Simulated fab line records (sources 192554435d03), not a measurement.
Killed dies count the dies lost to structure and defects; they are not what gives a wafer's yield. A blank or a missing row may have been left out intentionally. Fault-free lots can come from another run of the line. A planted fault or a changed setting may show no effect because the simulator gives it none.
Split-lot trial ; flow n5-finfet ; 21 wafers read from 7 lots, route of 1938 steps

## THE SPLIT
At N5_BEOL_M13_EXPOSE_25 (exposes mask M13, target cd 210 nm), the setting dose-mj was moved away from the recipe's 22 on 8 of the 21 wafers read, by +4.8% to +6.2%. All remaining wafers had this setting at the recipe value.

## FROM THE SPLIT TO THE READING: what the file shows between them, 3 steps
- N5_BEOL_M13_PEB_26: peb time 90 s
- N5_BEOL_M13_DEVELOP_27: develop time 45 s
- N5_BEOL_M13_HARDBAKE_32: time 120 s

## THE READING
cd-nm at N5_BEOL_M13_CD_MEAS_28, given in nm (cd target 209.5 nm). Typical for fault-free wafers on this fab line: 210.6 nm, with standard deviation 1.2 nm.

wafer;tool, chamber at the split;dose-mj as run;against the recipe;cd-nm, nm;against lot-mates on the recipe
L074.2;krf-scanner-01, 0;22;recipe;211.7;-
L074.3;krf-scanner-01, 0;23.11;+5.0%;214.8;+3.1
L074.4;krf-scanner-01, 0;23.11;+5.0%;216.4;+4.7
L078.2;krf-scanner-01, 0;23.3;+5.9%;216.1;+5.6
L078.3;krf-scanner-01, 0;22;recipe;211.1;-
L078.5;krf-scanner-01, 0;22;recipe;209.9;-
L081.1;krf-scanner-02, 0;23.36;+6.2%;217.8;+8.2
L081.3;krf-scanner-02, 0;22;recipe;209.6;-
L081.4;krf-scanner-02, 0;23.36;+6.2%;216.7;+7.1
L084.1;krf-scanner-02, 0;23.25;+5.7%;214.8;+3.2
L084.2;krf-scanner-02, 0;22;recipe;211.6;-
L084.6;krf-scanner-02, 0;23.25;+5.7%;215.2;+3.6
L089.2;krf-scanner-01, 0;22;recipe;209.9;-
L089.4;krf-scanner-01, 0;22;recipe;209.9;-
L089.6;krf-scanner-01, 0;22;recipe;209.9;-
L091.2;krf-scanner-02, 0;23.06;+4.8%;215.1;+3.8
L091.3;krf-scanner-02, 0;22;recipe;210.3;-
L091.5;krf-scanner-02, 0;22;recipe;212.2;-
L097.1;krf-scanner-01, 0;22;recipe;208.4;-
L097.4;krf-scanner-01, 0;22;recipe;207.4;-
L097.5;krf-scanner-01, 0;22;recipe;207.7;-

THE FIT
A straight line over all 21 wafers: cd-nm changes by +1.06 nm for each +1% of dose-mj; r = +0.92; the points scatter about the line by 1.3 nm.
The same after taking each lot's own level away (the mean of its wafers on the recipe; 21 wafers): +0.905 nm for each +1%; r = +0.93; scatter 1 nm.
On that fit, the largest move of dose-mj shifts the reading by 5.6 nm.
Across the lots, their own levels run from 207.83 to 211.70 nm, a range of 3.2 times the standard deviation given above.
In other words, the slope is changed by the lot-to-lot level; the two fits disagree.
Check: for one of the wafers moved furthest among these (+6.2%), held out of the fit, the line's prediction against its lot-mates is +5.07 nm. Against them it came out at +8.2 nm.

## THE WHOLE CHAIN: every reading that the file lists as answering this split, in the file's order
step;what it does;reading;change (the file's fit);r (the file's)
N5_BEOL_M13_CD_MEAS_28;target cd 209.5 nm;cd-nm;+0.897 nm for each +1% of the setting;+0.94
N5_BEOL_M13_DESCUM_33;chemistry O2, time 7.9 s;BEOL_M13.cd-nm (the simulator's own value, which no gauge read);+0.896 nm for each +1% of the setting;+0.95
N5_BEOL_M13_ETCH_68;etches SOC in N2/H2, time 355 s;BEOL_M13.cd-nm (the simulator's own value, which no gauge read);+0.962 nm for each +1% of the setting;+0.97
N5_BEOL_M13_TRENCH_ETCH_34;etches SiOC in C4F8/O2/Ar, target depth 413.47 nm, time 162.6 s;BEOL_M13.cd-nm (the simulator's own value, which no gauge read);+0.943 nm for each +1% of the setting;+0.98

## FILE'S OWN FIT
cd-nm changes by +0.897 nm for each +1% of dose-mj, r = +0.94.
